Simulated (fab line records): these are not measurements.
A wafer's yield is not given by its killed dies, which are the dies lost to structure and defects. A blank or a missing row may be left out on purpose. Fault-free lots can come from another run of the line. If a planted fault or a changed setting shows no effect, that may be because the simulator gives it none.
A struck lot beside a sound one	flow n5_finfet	15 steps out of a route of 1938
Sound: wafers L946.4, L946.5, L946.6. Struck: wafer L955.3. (L955.4 of the same lot was not struck and is left out.) The cause comes at the end.
For every step that has rows: the tool of each side, followed by ch and its chambers, followed by its first start. Under that, the readings that differ: sound wafers	struck wafers	difference of the means	sigmas: that difference in standard deviations of wafers without a fault.
alike: readings whose means differ by less than 2 such deviations, and words and numbers that are the same on both sides. not compared: withheld readings, readings that some wafer has no value for, bounds like >300 that may hide the same value, and numbers for which the record gives no deviation and whose values overlap.
A row with sigmas, a row that says differs or no value, or rows on one side alone: a step with any of these is where the two part. Numbers that don't overlap but have no deviation are shown without sigmas and don't part them. Lack of a reading on every wafer of one side parts them only where that side has two or more wafers.

first, 4 steps without rows for these wafers: N5_BEOL_M2_SOFTBAKE_23 (time 60 s); N5_BEOL_M2_EXPOSE_25 (exposes mask V1, defocus 5 nm); N5_BEOL_M2_PEB_26 (peb time 60 s); N5_BEOL_M2_DEVELOP_27 (develop time 30 s).
N5_BEOL_M2_CD_MEAS_28: target cd 26.2 nm, target cd y 24.1 nm.
  sound on cd_sem-02 ch 0, day 8 18:16; struck on cd_sem-02 ch 0, day 10 22:16
  alike: cd_nm
N5_BEOL_M2_OVL_MEAS_29:
  sound on overlay-01 ch 0, day 8 18:18; struck on overlay-02 ch 0, day 10 22:18
  alike: V1_OVL
N5_BEOL_M2_INSPECT_30: inspects for defects (brightfield).
  sound: defect_inspect-02 at day 8 18:21; struck: defect_inspect-01 at day 10 22:21
  alike: raw_defect_count
N5_BEOL_M2_DESCUM_33: chemistry O2, time 7 s.
  sound on rie_diel-02 ch 0,1,2, day 8 18:23; struck on rie_diel-05 ch 0, day 10 22:23
  alike: drypump_motor_current_A, o2_flow_sccm, oes_product_au, rf_vpp_V, showerhead_plenum_p_Torr, throttle_valve_pct
  not compared: rf_hours_counter_h
N5_BEOL_M2_ETCH_77: etches underlayer in N2/H2, target depth 6.5 nm, time 5.2 s.
  sound on rie_diel-02 ch 0,1,2, day 8 18:25; struck on rie_diel-05 ch 0, day 10 22:25
reading	sound	struck	difference	sigmas
etch_rf_on_time_s (s)	5.31 5.15 5.19	4.95	-0.27	-2
  alike: drypump_motor_current_A, n2_flow_sccm, oes_product_au, rf_vpp_V, showerhead_plenum_p_Torr, throttle_valve_pct
  not compared: rf_hours_counter_h
N5_BEOL_M2_ETCH_69: etches SiARC in CF4, target depth 15.6 nm, time 26 s.
  sound on rie_diel-02 ch 0,1,2, day 8 18:26; struck on rie_diel-05 ch 0, day 10 22:26
  alike: drypump_motor_current_A, etch_rf_on_time_s, mfc_ar_sccm, oes_product_au, rf_vpp_V, showerhead_plenum_p_Torr, throttle_valve_pct
  not compared: rf_hours_counter_h
N5_BEOL_M2_ALD_98: deposits SiO2, target thk 2.5 nm, pulse time 1 s, co reactant pulse time 1 s.
  sound on ald_sin-01 ch 2,3, day 8 18:41; struck on ald_sin-01 ch 2, day 10 22:31
  alike: heater_power_w, precursor_pulse_height_rel
N5_BEOL_M2_ETCHBACK_99: etches SiO2 in CHF3, target depth 5 nm, time 10.4 s.
  sound on rie_diel-02 ch 0,1,2, day 8 19:23; struck on rie_diel-02 ch 1, day 11 05:39
  alike: drypump_motor_current_A, mfc_ar_sccm, oes_product_au, rf_vpp_V, showerhead_plenum_p_Torr, throttle_valve_pct
  not compared: rf_hours_counter_h
N5_BEOL_M2_ETCH_70: etches SOC in N2/H2, target depth 80 nm, overetch 24 nm, time 130 s.
  sound on rie_diel-02 ch 0,1,2, day 8 19:25; struck on rie_diel-02 ch 1, day 11 05:41
reading	sound	struck	difference	sigmas
run_length_s (s)	153.3 154.1 152.6	141.3	-12.0	-25
model.SiARC_of_BEOL_M2_COAT_68.thk_nm (nm)	5.8 6.2 6	6.6	+0.6	
  alike: drypump_motor_current_A, n2_flow_sccm, oes_product_au, rf_vpp_V, showerhead_plenum_p_Torr, throttle_valve_pct
  not compared: rf_hours_counter_h
then, 1 step without rows for these wafers: N5_BEOL_M2_STRIP_71 (strips in N2/H2).
N5_BEOL_M4_RC_MEAS_101:
  sound on prober-01 ch 0, day 9 17:30; struck on prober-02 ch 0, day 12 10:07
reading	sound	struck	difference	sigmas
DIBL_N (mV/V)	38.4 37.5 37.2	33.3	-4.4	-3
DIBL_P (mV/V)	40.8 40.9 39.6	32.8	-7.6	-4
IOFF_N (nA/um)	0.194 0.187 0.186	0.103	-0.086	-3
IOFF_P (nA/um)	0.27 0.27 0.25	0.15	-0.11	-3
ION_N (uA/um)	684 691 692	652	-37	-3
ION_P (uA/um)	474 475 475	448	-27	-4
SS_P (mV/dec)	74.1 74.5 74.3	72.5	-1.8	-3
VT_N (mV)	249 246 248	260	+12	+4
VT_P (mV)	-245 -245 -247	-253	-7	-2
  alike: SS_N

== WHERE THEY PART ==
Last at N5_BEOL_M4_RC_MEAS_101 as far as this record goes, first at N5_BEOL_M2_ETCH_77.

WHY: whatever the simulator had introduced
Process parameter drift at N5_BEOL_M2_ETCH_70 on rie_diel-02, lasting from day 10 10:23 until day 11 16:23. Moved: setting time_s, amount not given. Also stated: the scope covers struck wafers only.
